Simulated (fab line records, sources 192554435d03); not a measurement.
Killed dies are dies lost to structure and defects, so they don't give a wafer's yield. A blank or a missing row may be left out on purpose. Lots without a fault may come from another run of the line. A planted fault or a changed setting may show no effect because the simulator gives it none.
Chamber matching | flow n5_finfet | N5_BEOL_M6_DESCUM_33 on rie_diel-06: 4 sister chambers
The step chemistry O2, time 7 s. 4 wafers are shown with their chamber, then 11 later ones without.

WAFERS WITH THEIR CHAMBER
wafer  | chamber | drypump_motor_current_A (A)
L085.5 | 0       | 6.4
L087.5 | 2       | 4.9
L087.6 | 3       | 6.4
L088.1 | 1       | 5.7

WAFERS WITHOUT THEIR CHAMBER
wafer  | drypump_motor_current_A (A)
L088.4 | 6.3
L088.5 | 6.4
L090.3 | 5.7
L090.4 | 6.4
L090.6 | 6.4
L094.2 | 6.4
L094.3 | 4.9
L094.6 | 4.9
L096.4 | 5.7
L096.5 | 4.9
L096.6 | 6.4

WHICH CHAMBER EACH WENT THROUGH
wafer  | from the rows above     | in truth
L088.4 | can't be placed: 0 or 3 | 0
L088.5 | can't be placed: 0 or 3 | 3
L090.3 | 1                       | 1
L090.4 | can't be placed: 0 or 3 | 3
L090.6 | can't be placed: 0 or 3 | 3
L094.2 | can't be placed: 0 or 3 | 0
L094.3 | 2                       | 2
L094.6 | 2                       | 2
L096.4 | 1                       | 1
L096.5 | 2                       | 2
L096.6 | can't be placed: 0 or 3 | 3
Placed correctly: 5 of 11. Can't be placed from these rows: 6 (the true chamber is among the candidates in 6). Placed wrongly: 0.
How it was worked out, from the rows above alone: a wafer's distance from a chamber is the root of the sum, over the readings, of the square of ((its reading less the chamber's mean) divided by the reading's scatter). The wafer belongs to the nearest chamber; if the next one is less than 2 further off, it can't be placed. A chamber's mean is the mean of its shown wafers. The scatter: with one shown wafer a chamber, the root of the mean of the squares of how far each hidden wafer lies from its nearest shown one.
